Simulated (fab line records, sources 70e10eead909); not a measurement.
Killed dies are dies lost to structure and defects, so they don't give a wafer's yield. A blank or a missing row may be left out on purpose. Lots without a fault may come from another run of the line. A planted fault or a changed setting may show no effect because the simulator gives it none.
Problem report in the 8D (eight disciplines) form, filled by code | flow nand_harc | the parts of the form that need people (team, actions taken, sign-off) are left out

1. THE PROBLEM
killed_at_periphery at NHARC_END_SORT_01 reads a mean of 638.5 on 4 wafers of 3 lots; wafers without a fault read 3.7 with a standard deviation of 2.3. That is +99 or more standard deviations from the usual mean.
First seen on wafer L683.1, day 28 14:14, on prober-02. The record holds 9 wafers of 3 lots with a number at this step. Rule for "out", or "out of limits": more than 4 standard deviations from the usual mean. The other wafers with a number count as sound.

2. WHAT IT IS AND WHAT IT IS NOT
question                    | is                               | is not
which readings at this step | killed_at_periphery, killed_dies | killed_at_array, killed_at_other, killed_open, killed_short
which lots                  | L682, L683, L684                 | -
which wafers of those lots  | L682.1, L682.3, L683.1, L684.4   | L682.6, L683.2, L683.5, L684.5, L684.6
read on which gauges        | prober-01, prober-02             | -
when                        | from day 28 14:14                | up to then (0 sound wafers); but 5 sound wafers of L682, L683, L684 came after

3. SUSPECTS, AND WHAT RULES EACH OUT
Counting: a tool at a process step up to the reading stays a suspect if it ran every lot that is out. Sound lots after the first of them don't rule it out here, since some wafers of a struck lot are sound.
- the gauge at NHARC_END_SORT_01: ruled out. The wafers that are out were read on 2 gauges (prober-01, prober-02).
- hdpcvd-01 at NHARC_P_STI_HDPCVD_20 (deposits SiO2): kept. It ran every lot that is out, first L682 (day 7 21:16).
Left after counting: hdpcvd-01 at NHARC_P_STI_HDPCVD_20.

4. THE CAUSE (what the simulator had put in)
Process parameter drift: hdpcvd-01, from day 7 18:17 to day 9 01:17, at NHARC_P_STI_HDPCVD_20. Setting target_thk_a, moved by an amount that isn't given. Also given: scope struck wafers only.
Counting left only this tool.

5. THE CHAIN OF EFFECTS, in route order
Each row: a reading whose mean over the struck wafers that have a number lies more than 3 standard deviations from the usual. Only readings for which the record gives a usual standard deviation are gone through. hours: the time from each lot's start at the first step in this table that gives one to its start at this step, as a median over the lots. sigmas: the change in usual standard deviations.
hours | step              | reading             | usual | on struck wafers | change | sigmas
0     | NHARC_END_SORT_01 | killed_at_periphery | 3.7   | 638.5            | +634.8 | +99 or more
0     | NHARC_END_SORT_01 | killed_dies         | 57    | 677              | +620   | +33

6. WHAT WOULD HAVE CAUGHT IT SOONER
In this record the first reading out of limits at a measuring or inspecting step was taken at day 28 14:14, 500 hours after the fault began at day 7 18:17.
All the lots that are out (3) had begun NHARC_P_STI_HDPCVD_20 on hdpcvd-01 by day 28 14:14. A hold on the tool at that time would have spared none of them.
